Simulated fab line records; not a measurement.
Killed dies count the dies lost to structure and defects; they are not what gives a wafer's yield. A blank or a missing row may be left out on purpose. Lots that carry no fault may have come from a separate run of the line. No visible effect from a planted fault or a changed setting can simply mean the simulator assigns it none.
One fault seen from 3 desks    flow nand_harc    each desk holds nothing but its own numbers, with what lay behind them at the end

== THE DEFECT DESK ==
Counts from the inspections along the route, per lot, as means over the sampled wafers that have a number. The brackets show how far a lot's mean lies from the usual mean; more than 4 standard deviations puts the lot out of limits, marked OUT.
Columns: A = raw_defect_count at NHARC_P_M0_INSPECT_27, usual 295
lot   first seen here  A
L108  day 6 03:58      348
L110  day 7 00:23      486
L111  day 7 05:53      336
L112  day 7 16:28      213
L113  day 8 03:02      423
L123  day 12 13:28     904 (+5.1) OUT
L126  day 13 16:30     412
L127  day 14 08:26     251
L128  day 14 09:08     283
L129  day 15 01:43     299
L131  day 15 13:08     234
This desk's finding: out of limits on L123; first on L123, day 12 13:28 (raw_defect_count at NHARC_P_M0_INSPECT_27). L108, L110, L111, L112, L113, L126, L127, L128, L129, L131: within limits.

== THE METROLOGY DESK ==
Means of the sampled wafers that have a number, per lot and without regard to the tool the lot ran on: this is what the gauges read. The brackets show how far a lot's mean lies from the usual mean; more than 4 standard deviations puts the lot out of limits, marked OUT.
Columns: A = cd_nm at NHARC_P_M0_CD_MEAS_09, usual 89.7 nm; B = thk_nm at NHARC_P_M0_THK_MEAS_24, usual 117.2 nm
lot   first seen here  A     B
L108  day 6 01:16      89.4  117.6
L110  day 6 21:43      90.0  116.6
L111  day 7 02:29      89.1  116.9
L112  day 7 13:49      90.0  117.0
L113  day 8 00:20      90.0  116.7
L123  day 12 10:44     89.8  119.1
L126  day 13 13:47     89.9  117.9
L127  day 14 05:46     89.7  118.3
L128  day 14 06:24     89.7  116.1
L129  day 14 23:03     89.4  117.2
L131  day 15 10:26     89.5  116.4
This desk's verdict: no lot among the 11 shows anything out of limits.

== AT THE TOOL OWNER'S DESK: cmp-01 ==
The tool's own readings at NHARC_P_M0_CMP_23 (polishes, t overpolish 20 s, target thk 117.54 nm): means of the sampled wafers that have a number, for each lot that ran on this tool. The brackets show how far a lot's mean lies from the usual mean; more than 4 standard deviations puts the lot out of limits, marked OUT.
Columns: A = edge_zone_pressure_frac at NHARC_P_M0_CMP_23, usual 0.999; B = motor_current_A at NHARC_P_M0_CMP_23, usual 11.6 A; C = slurry_filter_dp_kPa at NHARC_P_M0_CMP_23, usual 13.51 kPa; D = time_to_endpoint_s at NHARC_P_M0_CMP_23, usual 27.3 s
lot   first seen here  A      B     C      D
L108  day 6 03:34      0.998  11.0  13.44  27.2
L110  day 6 23:56      0.999  11.5  13.45  26.7
L112  day 7 15:59      1.000  12.1  13.48  28.9
L123  day 12 12:59     1.001  11.1  13.45  31.4
This desk's verdict: no lot among the 4 shows anything out of limits.

== BROUGHT TOGETHER ==
The defect desk could have raised an alarm at day 12 13:28, on L123.
The metrology desk saw nothing out of limits.
Nothing out of limits was seen by the tool owner's desk.
The metrology desk has L123 on record, within its limits.
On record at the tool owner's desk: L123, within its limits.
NHARC_P_M0_CMP_23 was run on cmp-01 by each of the lots named.

== WHAT WAS PUT IN BY THE SIMULATOR ==
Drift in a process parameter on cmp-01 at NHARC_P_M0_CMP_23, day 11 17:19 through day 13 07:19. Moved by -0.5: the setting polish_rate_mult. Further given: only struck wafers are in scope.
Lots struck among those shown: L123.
Hours from the fault's start to each desk's first reading out of limits: the defect desk, 20.
